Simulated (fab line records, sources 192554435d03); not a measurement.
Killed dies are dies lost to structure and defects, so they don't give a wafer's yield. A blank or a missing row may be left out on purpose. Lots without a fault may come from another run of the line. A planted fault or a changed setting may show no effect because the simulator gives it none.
Which tool did it? | flow n5_finfet | 12 lots, 36 wafers sampled, at 4 steps of a route of 1938

WHAT THE GAUGES READ, wafer by wafer
N5_BEOL_M5_CD_MEAS_11: target cd 27.74 nm. Usual: cd_nm 27.91 nm, standard deviation 0.26.
lot  | measured     | on        | cd_nm (nm)        | flag
L887 | day 8 21:10  | cd_sem-01 | 27.99 27.74 27.87 |
L891 | day 9 19:58  | cd_sem-03 | 27.85 27.44 27.44 |
L892 | day 10 08:11 | cd_sem-01 | 27.92 28.15 27.53 |
L894 | day 10 17:16 | cd_sem-01 | 28.06 27.94 28.60 |
L896 | day 11 02:38 | cd_sem-01 | 27.86 28.10 28.08 |
L898 | day 11 05:22 | cd_sem-01 | 27.71 28.13 28.10 |
L897 | day 11 11:44 | cd_sem-03 | 27.78 28.20 27.70 |
L900 | day 11 19:41 | cd_sem-03 | 27.51 27.49 27.44 |
L901 | day 12 15:14 | cd_sem-01 | 27.67 28.27 27.49 |
L902 | day 12 18:55 | cd_sem-03 | 28.19 28.07 27.93 |
L906 | day 13 14:11 | cd_sem-02 | 28.02 27.84 27.76 |
L908 | day 14 01:53 | cd_sem-02 | 27.85 28.05 27.90 |

WHICH TOOL RAN EACH LOT (tool, then ch and the chambers of the sampled wafers, then the start)
lot  | N5_BEOL_M4_ANNEAL_89         | N5_BEOL_M4_SPUTTER_92        | N5_BEOL_M5_COAT_60
L887 | pvd_sputter-03, day 8 14:59  | pvd_sputter-03, day 8 15:20  | litho_track-05 ch 0, day 8 20:45
L891 | pvd_sputter-03, day 9 15:15  | pvd_sputter-03, day 9 15:37  | litho_track-04 ch 0, day 9 19:35
L892 | pvd_sputter-01, day 10 03:01 | pvd_sputter-01, day 10 03:23 | litho_track-04 ch 0, day 10 07:47
L894 | pvd_sputter-03, day 10 10:59 | pvd_sputter-03, day 10 11:20 | litho_track-04 ch 0, day 10 17:00
L896 | pvd_sputter-03, day 10 22:11 | pvd_sputter-03, day 10 22:32 | litho_track-05 ch 0, day 11 02:22
L898 | pvd_sputter-01, day 10 23:50 | pvd_sputter-01, day 11 00:12 | litho_track-05 ch 0, day 11 05:05
L897 | pvd_sputter-03, day 11 07:40 | pvd_sputter-03, day 11 08:01 | litho_track-03 ch 0, day 11 11:28
L900 | pvd_sputter-01, day 11 15:22 | pvd_sputter-01, day 11 15:44 | litho_track-03 ch 0, day 11 19:25
L901 | pvd_sputter-01, day 12 09:28 | pvd_sputter-01, day 12 09:49 | litho_track-04 ch 0, day 12 14:58
L902 | pvd_sputter-01, day 12 13:22 | pvd_sputter-01, day 12 13:43 | litho_track-05 ch 0, day 12 18:31
L906 | pvd_sputter-01, day 13 09:55 | pvd_sputter-01, day 13 10:16 | litho_track-04 ch 0, day 13 13:47
L908 | pvd_sputter-03, day 13 20:02 | pvd_sputter-03, day 13 20:23 | litho_track-03 ch 0, day 14 01:37
- N5_BEOL_M4_ANNEAL_89: time 240 s.
- N5_BEOL_M4_SPUTTER_92: material Cu, target thk 4.5 nm, time 8.29 s.
- N5_BEOL_M5_COAT_60: time 60 s, resist thk 12 nm.

WHAT THE TOOLS THEMSELVES READ (means of the sampled wafers that have a number; where no wafer has one, the mark that the record gives instead)
N5_BEOL_M4_ANNEAL_89. Usual: heater_power_w 852 W, standard deviation 92.
lot  | tool           | heater_power_w (W) | flag
L887 | pvd_sputter-03 | 895                |
L891 | pvd_sputter-03 | 839                |
L892 | pvd_sputter-01 | 960                |
L894 | pvd_sputter-03 | 813                |
L896 | pvd_sputter-03 | 856                |
L898 | pvd_sputter-01 | 720                |
L897 | pvd_sputter-03 | 819                |
L900 | pvd_sputter-01 | 778                |
L901 | pvd_sputter-01 | 711                |
L902 | pvd_sputter-01 | 831                |
L906 | pvd_sputter-01 | 833                |
L908 | pvd_sputter-03 | 879                |

N5_BEOL_M4_SPUTTER_92. Usual: throttle_valve_pct 29.8 %, standard deviation 1.2.
lot  | tool           | throttle_valve_pct (%) | flag
L887 | pvd_sputter-03 | 29.8                   |
L891 | pvd_sputter-03 | 30.0                   |
L892 | pvd_sputter-01 | 28.1                   |
L894 | pvd_sputter-03 | 30.3                   |
L896 | pvd_sputter-03 | 29.9                   |
L898 | pvd_sputter-01 | 31.4                   |
L897 | pvd_sputter-03 | 30.3                   |
L900 | pvd_sputter-01 | 31.6                   |
L901 | pvd_sputter-01 | 31.2                   |
L902 | pvd_sputter-01 | 30.2                   |
L906 | pvd_sputter-01 | 29.3                   |
L908 | pvd_sputter-03 | 29.5                   |

N5_BEOL_M5_COAT_60. Usual: heater_power_total_W 427.1 W, standard deviation 2.1; plate_temp_C 219.94 C, standard deviation 0.15; run_length_s 66.15 s, standard deviation 0.1.
lot  | tool           | heater_power_total_W (W) | plate_temp_C (C) | run_length_s (s) | flag
L887 | litho_track-05 | 427.0                    | 220.01           | 66.16            |
L891 | litho_track-04 | 428.7                    | 219.93           | 66.14            |
L892 | litho_track-04 | 427.2                    | 220.04           | 66.06            |
L894 | litho_track-04 | 428.6                    | 220.09           | 66.21            |
L896 | litho_track-05 | 428.2                    | 220.01           | 66.17            |
L898 | litho_track-05 | 425.6                    | 219.86           | 66.12            |
L897 | litho_track-03 | 428.5                    | 219.76           | 66.19            |
L900 | litho_track-03 | 428.9                    | 219.92           | 66.08            |
L901 | litho_track-04 | 427.1                    | 219.88           | 66.06            |
L902 | litho_track-05 | 425.9                    | 220.01           | 66.17            |
L906 | litho_track-04 | 437.9                    | 220.01           | 63.81            | OFF
L908 | litho_track-03 | 425.2                    | 219.83           | 66.26            |

THE ANSWER, worked out from the rows above alone
Rule: a lot is off if the mean of its wafers that have a number lies more than 3 standard deviations from the usual mean. A lot without any number at a reading at which 4 lots or more have one is off too. The other lots that the step has rows for count as sound. The gauges are gone through in route order, then the tools' own readings, and for those a lot's mean is taken as printed above. The first step at which some lot is off is used, and at that step the reading that is off furthest; a lot without a number counts as furthest.
Off: L906, at N5_BEOL_M5_COAT_60 (run_length_s).
A tool fits if, at that step or a process step before it, it ran every lot that is off, and no sound lot after the first of them. Can't be told from this: 2 tools fit, pvd_sputter-01 at N5_BEOL_M4_ANNEAL_89 and N5_BEOL_M4_SPUTTER_92, litho_track-04 at N5_BEOL_M5_COAT_60.

WHAT THE SIMULATOR HAD PUT IN
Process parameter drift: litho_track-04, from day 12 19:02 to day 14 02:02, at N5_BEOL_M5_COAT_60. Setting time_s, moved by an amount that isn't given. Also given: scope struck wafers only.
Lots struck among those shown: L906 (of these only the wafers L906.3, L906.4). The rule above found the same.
